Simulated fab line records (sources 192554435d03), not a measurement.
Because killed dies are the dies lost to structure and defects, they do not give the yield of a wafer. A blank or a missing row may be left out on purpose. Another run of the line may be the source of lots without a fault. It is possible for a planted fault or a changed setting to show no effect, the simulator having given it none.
What tool caused it? :: flow n5_finfet :: 30 wafers from 10 lots sampled at 5 of the route's 1938 steps

WHAT THE GAUGES READ, wafer by wafer
N5_BEOL_M4_RC_MEAS_101.
lot: L312
measured: day 8 08:13
on: prober-02
DIBL_N (mV/V): 35.9 35.8 38.7

lot: L313
measured: day 8 05:15
on: prober-01
DIBL_N (mV/V): 40.3 39.0 38.0

lot: L314
measured: day 8 13:13
on: prober-02
DIBL_N (mV/V): 44.2 35.3 38.9

lot: L315
measured: day 8 22:30
on: prober-01
DIBL_N (mV/V): 37.9 33.1 34.5

lot: L316
measured: day 9 03:58
on: prober-01
DIBL_N (mV/V): 36.8 39.4 35.4

lot: L317
measured: day 9 09:02
on: prober-01
DIBL_N (mV/V): 36.1 37.2 36.5

lot: L324
measured: day 11 04:23
on: prober-01
DIBL_N (mV/V): 39.9 40.1 38.0

lot: L327
measured: day 11 19:21
on: prober-01
DIBL_N (mV/V): 39.2 36.9 36.5

lot: L329
measured: day 12 02:56
on: prober-01
DIBL_N (mV/V): 33.5 38.5 38.0

lot: L334
measured: day 13 12:54
on: prober-02
DIBL_N (mV/V): 36.6 37.9 37.5

WHICH TOOL RAN EACH LOT (tool, then ch and the chambers of the sampled wafers, then the start)
lot: L312
N5_SD_EPI_N_LINER_46: ald_sin-02 ch 1,2, day 3 15:59
N5_BEOL_M4_ANNEAL_82: pvd_sputter-01, day 8 05:25
N5_BEOL_M4_ANNEAL_93: pvd_sputter-01, day 8 06:17
N5_BEOL_M4_CO_CAP_55: cvd_co-01 ch 0,1,2, day 8 07:40

lot: L313
N5_SD_EPI_N_LINER_46: ald_sin-04 ch 0,2,3, day 3 17:32
N5_BEOL_M4_ANNEAL_82: pvd_sputter-02, day 8 02:50
N5_BEOL_M4_ANNEAL_93: pvd_sputter-02, day 8 03:43
N5_BEOL_M4_CO_CAP_55: cvd_co-01 ch 1,2, day 8 04:59

lot: L314
N5_SD_EPI_N_LINER_46: ald_sin-02 ch 0,1,2, day 4 03:01
N5_BEOL_M4_ANNEAL_82: pvd_sputter-03, day 8 10:44
N5_BEOL_M4_ANNEAL_93: pvd_sputter-03, day 8 11:37
N5_BEOL_M4_CO_CAP_55: cvd_co-01 ch 0,1, day 8 12:58

lot: L315
N5_SD_EPI_N_LINER_46: ald_sin-04 ch 2,3, day 4 05:43
N5_BEOL_M4_ANNEAL_82: pvd_sputter-01, day 8 20:01
N5_BEOL_M4_ANNEAL_93: pvd_sputter-01, day 8 20:53
N5_BEOL_M4_CO_CAP_55: cvd_co-02 ch 0,1, day 8 22:07

lot: L316
N5_SD_EPI_N_LINER_46: ald_sin-02 ch 2,3, day 4 10:44
N5_BEOL_M4_ANNEAL_82: pvd_sputter-03, day 9 01:26
N5_BEOL_M4_ANNEAL_93: pvd_sputter-03, day 9 02:19
N5_BEOL_M4_CO_CAP_55: cvd_co-02 ch 0,1,2, day 9 03:43

lot: L317
N5_SD_EPI_N_LINER_46: ald_sin-02 ch 0,1,3, day 4 21:43
N5_BEOL_M4_ANNEAL_82: pvd_sputter-01, day 9 06:42
N5_BEOL_M4_ANNEAL_93: pvd_sputter-01, day 9 07:35
N5_BEOL_M4_CO_CAP_55: cvd_co-02 ch 0,1, day 9 08:48

lot: L324
N5_SD_EPI_N_LINER_46: ald_sin-04 ch 1,2, day 6 11:57
N5_BEOL_M4_ANNEAL_82: pvd_sputter-02, day 11 02:01
N5_BEOL_M4_ANNEAL_93: pvd_sputter-02, day 11 02:54
N5_BEOL_M4_CO_CAP_55: cvd_co-02 ch 1,2, day 11 04:08

lot: L327
N5_SD_EPI_N_LINER_46: ald_sin-02 ch 0,2,3, day 7 04:35
N5_BEOL_M4_ANNEAL_82: pvd_sputter-02, day 11 16:32
N5_BEOL_M4_ANNEAL_93: pvd_sputter-02, day 11 17:25
N5_BEOL_M4_CO_CAP_55: cvd_co-01 ch 0,1,2, day 11 18:41

lot: L329
N5_SD_EPI_N_LINER_46: ald_sin-03 ch 0,3, day 7 16:23
N5_BEOL_M4_ANNEAL_82: pvd_sputter-01, day 12 00:26
N5_BEOL_M4_ANNEAL_93: pvd_sputter-01, day 12 01:19
N5_BEOL_M4_CO_CAP_55: cvd_co-02 ch 0,1, day 12 02:32

lot: L334
N5_SD_EPI_N_LINER_46: ald_sin-03 ch 0,1,2, day 8 23:40
N5_BEOL_M4_ANNEAL_82: pvd_sputter-01, day 13 10:22
N5_BEOL_M4_ANNEAL_93: pvd_sputter-01, day 13 11:15
N5_BEOL_M4_CO_CAP_55: cvd_co-01 ch 1,2, day 13 12:31
- N5_SD_EPI_N_LINER_46: material SiNx, target thk 3 nm.
- N5_BEOL_M4_ANNEAL_82: time 240 s.
- N5_BEOL_M4_ANNEAL_93: time 240 s.
- N5_BEOL_M4_CO_CAP_55: material Co, precursor CCTBA/H2, target thk 2 nm, time 102.1 s.

THE ANSWER, worked out from the rows above alone
Rule: the lots themselves supply what counts as usual. Put in order of their means at a reading, lots are off if they are a third of the lots or fewer, leave a main group of 4 or more, and stand apart from it by a gap of 3 or more times the standard deviation of the main group's means; of several such gaps the widest counts. If all means in a main group match to the digits the tables above print for the reading, that group is not used. Also off: a lot with no number at a reading for which 4 or more lots have one. The other lots that the step has rows for count as sound.
None of the lots is off at any reading shown; this tells nothing.

WHAT WAS PUT IN BY THE SIMULATOR
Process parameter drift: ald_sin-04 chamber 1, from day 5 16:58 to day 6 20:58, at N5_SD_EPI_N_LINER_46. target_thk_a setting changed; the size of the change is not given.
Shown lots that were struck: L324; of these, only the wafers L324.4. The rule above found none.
